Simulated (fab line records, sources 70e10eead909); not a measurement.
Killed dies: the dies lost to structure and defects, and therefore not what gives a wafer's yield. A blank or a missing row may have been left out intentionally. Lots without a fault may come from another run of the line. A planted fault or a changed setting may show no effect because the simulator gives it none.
Struck lot and sound lot, side by side + flow nand_harc + 13 steps out of a route of 1302
Sound: these wafers, L808.2, L808.3, L808.5. The struck wafers were L824.3, L824.4, L824.5. The cause is given at the end.
Per side, at each step with rows, come the tool, then ch with its chambers, and then its first start. Under that, the readings that differ: sound wafers + struck wafers + difference of the means + sigmas: that difference in standard deviations of wafers without a fault.
alike: a reading whose means differ by less than 2 such deviations, as well as words and numbers matching on both sides. not compared: withheld readings; readings where some wafer has no value; bounds like >300 that might hide an equal value; numbers whose values overlap and for which the record gives no deviation.
The two part at a step that has a row with sigmas, a row that says differs or no value, or rows on one side only. When numbers do not overlap yet have no deviation, they are printed without sigmas and do not part them. Lack of a reading on every wafer of one side parts them only where that side has two or more wafers.

NHARC_A_M0_DEGAS_28: time 60 s.
  sound on pvd_sputter-03 at day 23 18:16; struck on pvd_sputter-02 at day 30 23:23
  alike: heater_power_w
NHARC_A_M0_PRE_CLEAN_29: time 30 s.
  sound on pvd_sputter-03; struck on pvd_sputter-02
  alike: heater_power_w
then, 1 step without rows for these wafers: NHARC_A_M0_PVD_20 (deposits TaN, target thk 5 nm, time 8.06 s).
NHARC_A_M0_PVD_21: deposits Cu, target thk 30 nm, time 20.49 s.
  sound on pvd_sputter-03; struck on pvd_sputter-02
  alike: substrate_temp_c, throttle_valve_pct
then, 1 step without rows for these wafers: NHARC_A_M0_ECD_22 (material Cu, target thk 400 nm).
NHARC_A_M0_ANNEAL_30: time 90 s.
  sound on rtp_anneal-02 ch 0, day 23 19:04; struck on rtp_anneal-02 ch 0, day 31 00:18
  alike: wafer_temp_C_max
then, 1 step without rows for these wafers: NHARC_A_M0_CMP_23 (polishes, t overpolish 20 s, target thk 113.75 nm).
NHARC_A_M0_THK_MEAS_24: measures by xrf.
  sound on film_metro-02 at day 23 19:41; struck on film_metro-02 at day 31 00:52
  alike: thk_nm
then, 1 step without rows for these wafers: NHARC_A_M0_SRD_25.
NHARC_A_M0_INSPECT_27:
  sound on defect_inspect-02 at day 23 19:50; struck on defect_inspect-02 at day 31 01:01
  alike: raw_defect_count
NHARC_A_M0_PRE_CLEAN_31: time 12 s.
  sound on pecvd-04 ch 0,2, day 23 19:55; struck on pecvd-04 ch 1,2, day 31 01:05
  alike: heater_power_w
NHARC_A_M0_DEP_32: deposits SiCN, target thk 30 nm.
  sound on pecvd-04 ch 0,2, day 23 19:59; struck on pecvd-04 ch 1,2, day 31 01:10
  no value came back on the struck wafers for chamber_pressure_Torr (Torr), heater_power_outer_w (W), heater_power_w (W); on the sound wafers chamber_pressure_Torr (Torr) reads 2.994 3.009 3.002
then, 1 step without rows for these wafers: NHARC_A_M1_DEP_00 (deposits SiOC, target thk 182.5 nm).

## WHERE THEY PART
Within this record, at NHARC_A_M0_DEP_32 only.

WHY: the cause the simulator had injected
Entire step skipped (pecvd-04, NHARC_A_M0_DEP_32), from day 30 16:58 onward. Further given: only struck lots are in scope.
